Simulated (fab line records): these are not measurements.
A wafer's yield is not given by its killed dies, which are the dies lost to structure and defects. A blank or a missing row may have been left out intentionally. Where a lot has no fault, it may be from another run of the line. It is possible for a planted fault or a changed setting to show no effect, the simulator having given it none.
fab line records ; flow n5-finfet
[record] lots = 4; wafers = 10; last-day = 20
route steps=1938 shown BEOL_M0@741 BEOL_M1@751 BEOL_M4@1111 PASSIVATION@1936
lots that met no fault: taken from a fault-free run of the same line
start-h: start of the lot's first displayed wafer, in hours after the record's first day ; wait-h: how many hours have passed since the lot's step before this one ; " identical to the entry in the row above ; L1.1+2: a single row standing in for several wafers ; - no value present, or no start provided ; * or withheld: withheld ; < > ~ a bound
route shown NAME@n: NAME is a module with steps in the file, n the number in the route of the first one ; usual: mean and standard deviation over wafers with no fault ; same: alike in all rows ; chamber/n: place in a boat ; sites: the reading at each site ; _std_site: the standard deviation of these ; _edge_site: inner sites' mean taken away from outer sites' mean ; radius-mm: for every site, how far away it sits from the centre of the wafer ; mask NAME#n: copy n ; behind: the most recent tool/chamber to have shaped the wafer ; hold: why the lot was held/for how many hours/how that ended ; device: the transistor (n, p or np) that didn't switch ; end of line: the tests these same wafers got at the end of their route ; a step with no rows: only its recipe ; killed: the dies lost at the first sort to structure and to defects; this is not the yield of the wafer ; map: a wafer's dies, x killed, . not, _ none there
set.NAME: the setting that was run; set.NAME@STEP: the one run at that earlier step ; model.NAME: the simulator's own value behind a step, which no gauge read
lots at some steps of the route; a table a step, a row a wafer
services: a tool's chamber out of use, with start hour (start-h, from the record's first day; less than 0 if before it), hours out, and reason
[[steps]]
[step N5_BEOL_M0_ECD_118]
[recipe] material = Cu; target-thk-a = 3000
[step N5_BEOL_M0_ANNEAL_119]
[recipe] temp-c = 225; time-s = 90; ambient = N2
[step N5_BEOL_M0_CMP_120]
[recipe] stop-on = SiOC; t-overpolish-s = 6.9; down-force-psi = 1; platen-rpm = 50; clearing-platen-down-force-psi = 1.5; clearing-platen-rpm = 50; post-cmp-clean = cu-alkaline; clearing-platen-pad-velocity-m-s = 0.99484; pad-velocity-m-s = 0.99484
[step N5_BEOL_M0_PRE_CLEAN_131]
[recipe] gas = NH3/H2; time-s = 15; temp-c = *; rf-power-w = 300
[step N5_BEOL_M0_CO_CAP_123]
[recipe] material = Co; target-thk-a = 20; temp-c = 200; precursor = CCTBA/H2; pressure-torr = 30; time-s = 102.1
[step N5_BEOL_M0_PRE_CLEAN_124]
[recipe] gas = NH3; time-s = 15; temp-c = withheld; rf-power-w = 300
[step N5_BEOL_M0_DEP_125]
[recipe] material = SiCN; target-thk-a = 80; temp-c = withheld; precursor = 3MS/NH3; pressure-torr = 3; rf-w = 202; time-s = 14
[step N5_BEOL_M1_ILD_DEP_00]
[recipe] material = SiOC; target-thk-a = 790; temp-c = 350; precursor = DEMS/O2; pressure-torr = 5; rf-w = 500; time-s = 15.3
[step N5_BEOL_M1_PECVD_72]
[recipe] material = SiO2; target-thk-a = 160; temp-c = 400; precursor = TEOS/O2; pressure-torr = 5.5; rf-w = 450; teos-flow-sccm = 53.8; gas = O2; flow-sccm = 3000; time-s = 18
[usual] heater-power-w = 734/61; showerhead-plenum-p-Torr = 8.78/0.053; throttle-valve-pct = 23.2/1.7
lot.wafer;tool;chamber;start-h;wait-h;heater-power-w;showerhead-plenum-p-Torr;throttle-valve-pct;model.SiO2_of_BEOL_M1_PECVD_72.thk-nm
L727.1;pecvd-04;0;144.65;0.0;721;8.80;23.9;16
L727.3;pecvd-04;2;144.65;0.0;788;8.75;22.2;16
L727.6;pecvd-04;1;144.65;0.0;794;8.84;25.8;15.4
L735.1;pecvd-04;0;194.27;0.0;686;8.79;24.4;16
L735.6;pecvd-04;1;194.27;0.0;776;8.83;25.4;16.4
L738.3;pecvd-04;1;207.06;0.1;777;8.84;25.6;16.2
L738.6;pecvd-04;1;207.06;0.1;767;8.83;26.0;16.4
L745.3;pecvd-03;1;249.79;0.0;676;8.72;23.2;15.8
L745.4;pecvd-03;1;249.79;0.0;653;8.73;23.0;16.2
L745.6;pecvd-03;0;249.79;0.0;651;8.84;23.8;16.2
[step N5_BEOL_M1_HM_DEP_02]
[recipe] material = TiN; target-thk-a = 200; temp-c = 25; chamber-pressure-pa = 0.49996
[step N5_BEOL_M1_COAT_61]
[recipe] resist = SOC; temp-c = 250; time-s = 60; spin-rpm = 1500; resist-thk-nm = 60
[step N5_BEOL_M1_COAT_62]
[recipe] resist = SiARC; temp-c = 220; time-s = 60; spin-rpm = 1500; resist-thk-nm = 12
[step N5_BEOL_M1_COAT_73]
[recipe] resist = underlayer; temp-c = 205; time-s = 60; spin-rpm = 1500; resist-thk-nm = 5
[step N5_BEOL_M1_COAT_05]
[recipe] resist = CAR-EUV; spin-rpm = 1500; resist-thk-nm = 30
[step N5_BEOL_M1_EBR_07]
[recipe] solvent = PGMEA; ebr-width-mm = 1.5
[step N5_BEOL_M1_SOFTBAKE_06]
[recipe] temp-c = 110; time-s = 60; resist = CAR-EUV
[step N5_BEOL_M1_EXPOSE_08]
[recipe] mask-id = M1; na = 0.33; source-shape = dipole; sigma-inner = 0.369; sigma-outer = 0.767; polarization = unpolarized; dose-mj = 33
[step N5_BEOL_M1_PEB_09]
[recipe] peb-temp-c = 100; peb-time-s = 60; resist = CAR-EUV
[step N5_BEOL_M1_DEVELOP_10]
[recipe] develop-time-s = 30; developer = TMAH; resist = CAR-EUV; rinse-liquid = surfactant-rinse; dry = air-spin; dev-temp-c = 23
[step N5_BEOL_M1_DESCUM_16]
[recipe] chemistry = O2; time-s = 7; source-power-w = 50; bias-power-w = 20; pressure-mtorr = 20; rf-frequency-hz = 2.712e+07; temp-c = 40; resist = CAR-EUV; o2-flow-sccm = 225
[step N5_BEOL_M1_ETCH_74]
[recipe] chemistry = N2/H2; target = underlayer; target-depth-a = 65; mask-material = CAR-EUV; time-s = 5.2; ion-energy-ev = 200; pressure-mtorr = 30; source-w = 840; bias-w = 150; n2-flow-sccm = 200; h2-flow-sccm = 200; ends = cleared
[step N5_BEOL_M1_ETCH_63]
[recipe] chemistry = CF4; target = SiARC; target-depth-a = 156; mask-material = CAR-EUV; time-s = 26; ion-energy-ev = 80; pressure-mtorr = 40; source-w = 545; bias-w = 36; Ar_flow_sccm = 100; cf4-flow-sccm = 100; ends = cleared
[step N5_BEOL_M1_ETCH_64]
[recipe] chemistry = N2/H2; target = SOC; target-depth-a = 750; overetch-a = 150; mask-material = SiARC; temp-c = 40; time-s = 112.5; ion-energy-ev = 200; pressure-mtorr = 30; source-w = 840; bias-w = 150; n2-flow-sccm = 200; h2-flow-sccm = 200
[step N5_BEOL_M1_STRIP_65]
[recipe] chemistry = N2/H2; temp-c = 40; n2-flow-sccm = 200; h2-flow-sccm = 200; rf-frequency-hz = 6e+07
[step N5_BEOL_M1_STRIP_75]
[recipe] chemistry = N2/H2; temp-c = 40; n2-flow-sccm = 200; h2-flow-sccm = 200; rf-frequency-hz = 6e+07
[step N5_BEOL_M1_STRIP_66]
[recipe] chemistry = CF4; resist = SiARC; power-w = 300; bias-power-w = 75; pressure-mtorr = 50; cf4-flow-sccm = 150; rf-frequency-hz = 6e+07
[step N5_BEOL_M1_HM_OPEN_17]
[recipe] chemistry = Cl2/BCl3; target-depth-a = 200; overetch-a = 60; target = TiN; mask-material = SOC; ion-energy-ev = 150; pressure-mtorr = 10; icp-w = 1000; bias-w = 126; Cl2_flow_sccm = 53.25; bcl3-flow-sccm = 21.75; Ar_flow_sccm = 25
[step N5_BEOL_M1_STRIP_19]
[recipe] chemistry = O2; power-w = 400; temp-c = 40; pressure-mtorr = 30; rf-frequency-hz = 6e+07; bias-power-w = 0; overash-fraction = 0.2; o2-flow-sccm = 225
[step N5_BEOL_M1_COAT_67]
[recipe] resist = SOC; temp-c = 250; time-s = 60; spin-rpm = 1500; resist-thk-nm = 60
[step N5_BEOL_M1_COAT_68]
[recipe] resist = SiARC; temp-c = 220; time-s = 60; spin-rpm = 1500; resist-thk-nm = 12
[step N5_BEOL_M1_COAT_76]
[recipe] resist = underlayer; temp-c = 205; time-s = 60; spin-rpm = 1500; resist-thk-nm = 5
[step N5_BEOL_M1_COAT_22]
[recipe] resist = CAR-EUV; spin-rpm = 1500; resist-thk-nm = 30
[step N5_BEOL_M1_EBR_24]
[recipe] solvent = PGMEA; ebr-width-mm = 1.5
[step N5_BEOL_M1_SOFTBAKE_23]
[recipe] temp-c = 110; time-s = 60; resist = CAR-EUV
[step N5_BEOL_M1_HM_STRIP_39]
[recipe] chemistry = peroxide-tin-strip; material = TiN; target-depth-a = 250; temp-c = 50; time-s = 158
[usual] temp-c = 49.98/0.12
lot.wafer;tool;chamber;start-h;wait-h;temp-c;model.SiO2_of_BEOL_M1_PECVD_72.thk-nm
L727.1;wet-bench-06;3;183.22;0.0;49.67;16
L727.3;wet-bench-06;1;183.22;0.0;49.82;16
L727.6;wet-bench-06;2;183.22;0.0;49.91;15.2
L735.1;wet-bench-05;4;204.27;0.0;49.94;16
L735.6;wet-bench-05;3;204.27;0.0;49.89;16.2
L738.3;wet-bench-04;0;235.63;0.0;50.07;16
L738.6;wet-bench-04;1;235.63;0.0;50.08;16.2
L745.3;wet-bench-06;3;259.99;0.0;49.98;15.8
L745.4;wet-bench-06;0;259.99;0.0;49.88;16
L745.6;wet-bench-06;6;259.99;0.0;49.97;16
[step N5_BEOL_M4_RC_MEAS_101]
[usual] DIBL_N = 36.1/2.3; DIBL_P = 36/3.2; IOFF_N = 0.16/0.045; IOFF_P = 0.21/0.049; ION_N = 674/14; ION_P = 462/8.4; SS_N = 71.6/0.83; SS_P = 73.2/0.87; VT_N = 249/3.8; VT_P = -250/3.4
lot.wafer;tool;chamber;start-h;wait-h;DIBL_N[mV/V];DIBL_P[mV/V];IOFF_N[nA/um];IOFF_P[nA/um];ION_N[uA/um];ION_P[uA/um];SS_N[mV/dec];SS_P[mV/dec];VT_N[mV];VT_P[mV]
L727.1;prober-02;0;280.71;0.0;32.6;32;0.12;0.16;670;459;70.0;71.6;252;-253
L727.3;prober-02;0;280.71;0.0;35.1;33;0.14;0.17;670;456;71.6;72.4;250;-254
L727.6;prober-02;0;280.71;0.0;34.9;34;0.15;0.18;674;462;71.7;73.2;247;-249
L735.1;prober-02;0;297.13;0.0;32.9;32;0.10;0.15;648;454;70.0;72.0;254;-256
L735.6;prober-02;0;297.13;0.0;38.4;37;0.19;0.23;682;469;71.9;73.2;249;-250
L738.3;prober-01;0;345.01;0.3;38.0;39;0.21;0.23;681;458;72.3;73.6;245;-250
L738.6;prober-01;0;345.01;0.3;35.0;35;0.14;0.18;661;450;70.6;72.9;251;-252
L745.3;prober-02;0;364.75;0.3;36.8;34;0.16;0.18;681;461;70.7;73.5;247;-251
L745.4;prober-02;0;364.75;0.3;34.9;32;0.13;0.17;685;471;70.6;71.9;248;-253
L745.6;prober-02;0;364.75;0.3;39.1;36;0.19;0.20;686;461;71.7;73.6;248;-251
[step N5_PASSIVATION_PROBE_49]
[usual] defect-limited-yield = 90.9/1.6; killed_at_M0_to_M3 = 37/11; killed_at_M4_up = 15/5.6; killed-at-contacts = 13/6.4; killed-at-front-end = 39/11; killed-at-other = 4/3.1; killed-dies = 107/19; killed-open = 71/14; killed-short = 34/7.8; sort_bin_5_function = 5.3/1; sort_bin_6_memory = 3.4/0.72; sort-n-pass = 1072/20; sort-yield-pct = 90.9/1.7
[same] gross-dies = 1180; killed-at-back-side = 0; sort_bin_4_leakage[%] = 0; sort_bin_8_speed[%] = 0
lot.wafer;tool;chamber;start-h;wait-h;defect-limited-yield[%];killed_at_M0_to_M3;killed_at_M4_up;killed-at-contacts;killed-at-front-end;killed-at-other;killed-dies;killed-open;killed-short;sort_bin_5_function[%];sort_bin_6_memory[%];sort-n-pass;sort-yield-pct[%]
L738.3;prober-02;-;467.70;0.1;92.7;34;3;10;38;1;86;53;33;4.3;2.5;1094;92.7
L738.6;prober-02;-;467.85;0.3;93.2;19;15;6;38;2;80;47;29;3.5;2.9;1100;93.2
L745.3;prober-02;-;479.14;0.1;92.1;47;9;20;17;0;93;66;24;4.9;2.8;1087;92.1
L745.4;prober-02;-;479.19;0.2;91.9;55;9;5;25;2;96;62;32;4.6;3.2;1084;91.9
L745.6;prober-02;-;479.29;0.3;90.7;58;9;17;22;4;110;75;34;5.6;3.3;1070;90.7
// killed by level:class
L738.3 FIN_SAQP:geometric-particle:short=9 MOL_CONTACT_COAG:geometric-particle:open=9 FIN_SAQP:geometric-particle:open=6 DUMMY_GATE:geometric-particle:open=6 BEOL_M1:geometric-particle:short=6 BEOL_M0_SAQP:geometric-particle:open=5 BEOL_M0:geometric-particle:open=5 BEOL_M2:geometric-particle:open=5
L738.6 BEOL_M4:geometric-particle:open=9 FIN_SAQP:geometric-particle:short=7 STI_FIN_REVEAL:geometric-particle:open=7 BEOL_M0_SAQP:geometric-particle:short=7 GATE_CUT:geometric-particle:short=5 GATE_CUT:geometric-particle:open=4 MOL_CONTACT_COAG:geometric-particle:open=4 FIN_SAQP:geometric-particle:open=3
L745.3 BEOL_M2:geometric-particle:open=18 MOL_CONTACT_COAG:geometric-particle:open=17 BEOL_M0_SAQP:geometric-particle:short=8 STI_FIN_REVEAL:geometric-particle:open=5 BEOL_M0:geometric-particle:open=5 BEOL_M0_SAQP:geometric-particle:open=4 BEOL_M1:geometric-particle:open=4 GATE_CUT:geometric-particle:short=3
L745.4 BEOL_M3:geometric-particle:open=17 BEOL_M0_SAQP:geometric-particle:open=10 BEOL_M0_SAQP:geometric-particle:short=9 BEOL_M2:geometric-particle:open=6 STI_FIN_REVEAL:geometric-particle:open=5 BEOL_M0:geometric-particle:open=5 BEOL_M4:geometric-particle:open=5 ILD0:geometric-particle:short=4
L745.6 MOL_CONTACT_COAG:geometric-particle:open=16 BEOL_M0_SAQP:geometric-particle:open=16 BEOL_M0_SAQP:geometric-particle:short=14 BEOL_M2:geometric-particle:open=10 BEOL_M1:geometric-particle:open=8 BEOL_M3:geometric-particle:open=5 STI_FIN_REVEAL:geometric-particle:open=4 ILD0:geometric-particle:open=4
[[services]]
tool;chamber;start-h;hours;kind
pecvd-04;-;128.88;1.7;repair
pecvd-04;0;162.51;2.1;scheduled-down
wet-bench-05;-;191.05;0.6;repair
pecvd-03;1;201.85;11.8;repair
pecvd-04;2;202.38;-;clean
pecvd-04;2;202.38;-;consumable-replace:showerhead
pecvd-04;2;202.38;29.0;scheduled-down
pecvd-04;2;202.38;29.0;vent-cycle
wet-bench-06;-;217.59;6.2;repair
pecvd-03;-;241.91;1.2;repair
pecvd-04;2;249.09;9.0;repair
[[key]]
first-sign none at tools or gauges
[model-effect] step = N5_BEOL_M1_PECVD_72; value = SiO2_of_BEOL_M1_PECVD_72.thk-nm; without = 15.73; struck = 16.33
[model-effect] step = N5_BEOL_M1_HM_STRIP_39; value = SiO2_of_BEOL_M1_PECVD_72.thk-nm; without = 15.53; struck = 16.13
met-at N5_BEOL_M1_PECVD_72
struck-wafers L735.6,L738.3,L738.6
onset-between 144.65 194.27
[fault] kind = process-parameter-drift; tool = pecvd-04; chamber = -; onset-h = 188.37; steps = N5_BEOL_M1_PECVD_72; channel = time-s; offset = *; shape = step; end-h = 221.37; scope = struck-wafers-only; acts-in = *; stated = *
